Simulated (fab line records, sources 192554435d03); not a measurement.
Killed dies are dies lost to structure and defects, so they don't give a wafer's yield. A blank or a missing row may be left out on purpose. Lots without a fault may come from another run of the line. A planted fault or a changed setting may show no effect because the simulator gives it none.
Problem report in the 8D (eight disciplines) form, filled by code | flow n5_finfet | the parts of the form that need people (team, actions taken, sign-off) are left out

1. THE PROBLEM
etch_rf_on_time_s at N5_BEOL_M1_ETCH_69 reads a mean of 14.7 s on 5 wafers of 3 lots; wafers without a fault read 25.7 s with a standard deviation of 0.6. That is -18 standard deviations from the usual mean.
The step: etches SiARC in CF4, target depth 15.6 nm, time 26 s.
First seen on wafer L232.2, day 9 09:12, on rie_diel-03. The record holds 27 wafers of 9 lots with a number at this step. Rule for "out", or "out of limits": more than 4 standard deviations from the usual mean. The other wafers with a number count as sound.

2. WHAT IT IS AND WHAT IT IS NOT
question                    | is                                     | is not
which readings at this step | etch_rf_on_time_s, oes_product_au      | drypump_motor_current_A, rf_vpp_V, showerhead_plenum_p_Torr, throttle_valve_pct
which lots                  | L232, L234, L235                       | L222, L227, L231, L236, L237, L243
which wafers of those lots  | L232.2, L232.6, L234.6, L235.2, L235.6 | L232.5, L234.2, L234.4, L235.4
read on which tools         | rie_diel-03                            | rie_diel-02, rie_diel-05
when                        | from day 9 09:12                       | up to then (10 sound wafers); but 12 sound wafers of L234, L235, L236, L237, L243 came after

3. SUSPECTS, AND WHAT RULES EACH OUT
Counting: a tool at a process step up to the reading stays a suspect if it ran every lot that is out. Sound lots after the first of them don't rule it out here, since some wafers of a struck lot are sound.
- rie_diel-03 at N5_BEOL_M1_ETCH_69 (etches SiARC in CF4, target depth 15.6 nm, time 26 s): kept. It ran every lot that is out, first L232 (day 9 09:12); its last sound lot up to then is L231 (day 8 21:02). Its own readings are out on those wafers: etch_rf_on_time_s, oes_product_au.
- Within rie_diel-03 at N5_BEOL_M1_ETCH_69: the wafers that are out ran in chamber 3; their sound lot-mates ran in chambers 0, 1.
Left after counting: rie_diel-03 at N5_BEOL_M1_ETCH_69.

4. THE CAUSE (what the simulator had put in)
Process parameter drift: rie_diel-03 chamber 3, from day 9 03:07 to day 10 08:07, at N5_BEOL_M1_ETCH_69. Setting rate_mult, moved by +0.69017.
Counting left only this tool.

5. THE CHAIN OF EFFECTS, in route order
Each row: a reading whose mean over the struck wafers that have a number lies more than 3 standard deviations from the usual. Only readings for which the record gives a usual standard deviation are gone through. hours: the time from each lot's start at the first step in this table that gives one to its start at this step, as a median over the lots. sigmas: the change in usual standard deviations.
hours | step               | reading           | usual     | on struck wafers | change | sigmas
0     | N5_BEOL_M1_ETCH_69 | etch_rf_on_time_s | 25.7 s    | 14.7             | -11.0  | -18
0     | N5_BEOL_M1_ETCH_69 | oes_product_au    | 0.68 a.u. | 0.97             | +0.29  | +4.9
The process steps in it:
- N5_BEOL_M1_ETCH_69: etches SiARC in CF4, target depth 15.6 nm, time 26 s.
Later measuring or inspecting steps at which every struck wafer that the step has a row for has a number for every such reading, and none has moved that far: N5_BEOL_M4_RC_MEAS_101.

6. WHAT WOULD HAVE CAUGHT IT SOONER
In this record the first reading out of limits was taken at day 9 09:12, 6 hours after the fault began at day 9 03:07.
